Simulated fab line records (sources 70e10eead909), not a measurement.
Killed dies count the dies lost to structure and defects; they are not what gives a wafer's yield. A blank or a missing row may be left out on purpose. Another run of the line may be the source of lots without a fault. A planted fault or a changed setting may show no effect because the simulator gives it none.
Struck lot and sound lot, side by side / flow nandHarc / 18 steps out of a route of 1159
Sound: the wafers L992.1, L992.2, L992.5. Struck: wafer L104.2 (L104.3, L104.6, from the same lot, were not struck and are left out); the cause is given at the end.
Each step with rows lists, per side, the tool, then ch with its chambers, then its first start. Under that, the readings that differ: sound wafers / struck wafers / difference of the means / sigmas: that difference in standard deviations of wafers without a fault.
alike: same words and numbers on both sides, and readings whose means sit less than 2 such deviations apart. not compared: any withheld reading, any reading some wafer has no value for, any bound like >300 that may hide the same value, and any number with overlapping values for which the record gives no deviation.
A row with sigmas, a row that says differs or no value, or rows on one side alone: a step with any of these is where the two part. Numbers that don't overlap but have no deviation are shown without sigmas and don't part them. Lack of a reading on every wafer of one side parts them only where that side has two or more wafers.

NHARC_P_CONTACT_CMP_01: polishes SiO2, target thk 200 nm.
  sound on cmp-02 ch 0,1,3, day 6 06:08; struck on cmp-01 ch 3, day 9 05:56
  alike: motorCurrentA
then, 10 steps without rows for these wafers: NHARC_P_CONTACT_SRD_03; NHARC_P_CONTACT_DEHYDRATE_04 (time 120 s); NHARC_P_CONTACT_HMDS_05 (time 30 s); NHARC_P_CONTACT_COAT_33 (time 75 s); NHARC_P_CONTACT_COAT_34 (time 65 s); NHARC_P_CONTACT_COAT_06 (resist thk 90 nm); NHARC_P_CONTACT_SOFTBAKE_07 (time 55 s); NHARC_P_CONTACT_EBR_08; NHARC_P_CONTACT_EXPOSE_09 (exposes mask P CA, target cd 90 nm); NHARC_P_CONTACT_PEB_10 (peb time 65 s).
NHARC_P_CONTACT_DEVELOP_11: develop time 35 s.
  sound on lithoTrack-04 ch 0, day 6 06:00; struck on lithoTrack-04 ch 0, day 9 06:00
  alike: exhaustPa
NHARC_P_CONTACT_CD_MEAS_12 targets a cd of 90 nm.
  sound on cdSem-01 ch 0, day 6 06:55; struck on cdSem-02 ch 0, day 9 06:35
  alike: cdNm
NHARC_P_CONTACT_OVL_MEAS_13:
  sound on overlay-02 at day 6 07:01; struck on overlay-01 at day 9 06:41
  alike: overlayXNm, overlayYNm
NHARC_P_CONTACT_INSPECT_14:
  sound on defectInspect-02 at day 6 07:03; struck on defectInspect-01 at day 9 06:43
  alike: rawDefectCount
NHARC_P_CONTACT_DESCUM_17: chemistry O2, time 3 s.
  sound on rieDiel-09 ch 1,2, day 6 07:07; struck on rieDiel-06 ch 1, day 9 06:47
reading=oesProductAu (a.u.); sound=0.991 0.996 0.995; struck=1.012; difference=+0.018; sigmas=+2
reading=model.P_CONTACT.cdNm (nm); sound=89.56 89.78 90.61; struck=91.08; difference=+1.10; sigmas=
  alike: drypumpMotorCurrentA, rfVppV, showerheadPlenumPTorr, throttleValvePct
  not compared: rfHoursCounterH
NHARC_P_CONTACT_ETCH_35: etches the open film in CF4, target depth 39 nm, time 65 s.
  sound on rieDiel-09 ch 0,2,3, day 6 07:12; struck on rieDiel-06 ch 1, day 9 06:53
reading=model.P_CONTACT.cdNm (nm); sound=89.5 89.93 90.41; struck=91.01; difference=+1.06; sigmas=
  alike: drypumpMotorCurrentA, oesProductAu, rfVppV, showerheadPlenumPTorr, throttleValvePct
  not compared: rfHoursCounterH
NHARC_P_CONTACT_ETCH_36: etches the open film in N2/H2, target depth 260 nm, time 406.25 s.
  sound: rieDiel-09 ch 0,1,2; struck: rieDiel-06 ch 0
  alike: drypumpMotorCurrentA, oesProductAu, rfVppV, showerheadPlenumPTorr, throttleValvePct
  not compared: rfHoursCounterH

## WHERE THEY PART
Only at NHARC_P_CONTACT_DESCUM_17, within this record. Later steps at which nothing parts them and some readings are alike: NHARC_P_CONTACT_ETCH_35, NHARC_P_CONTACT_ETCH_36.

WHY: whatever the simulator had introduced
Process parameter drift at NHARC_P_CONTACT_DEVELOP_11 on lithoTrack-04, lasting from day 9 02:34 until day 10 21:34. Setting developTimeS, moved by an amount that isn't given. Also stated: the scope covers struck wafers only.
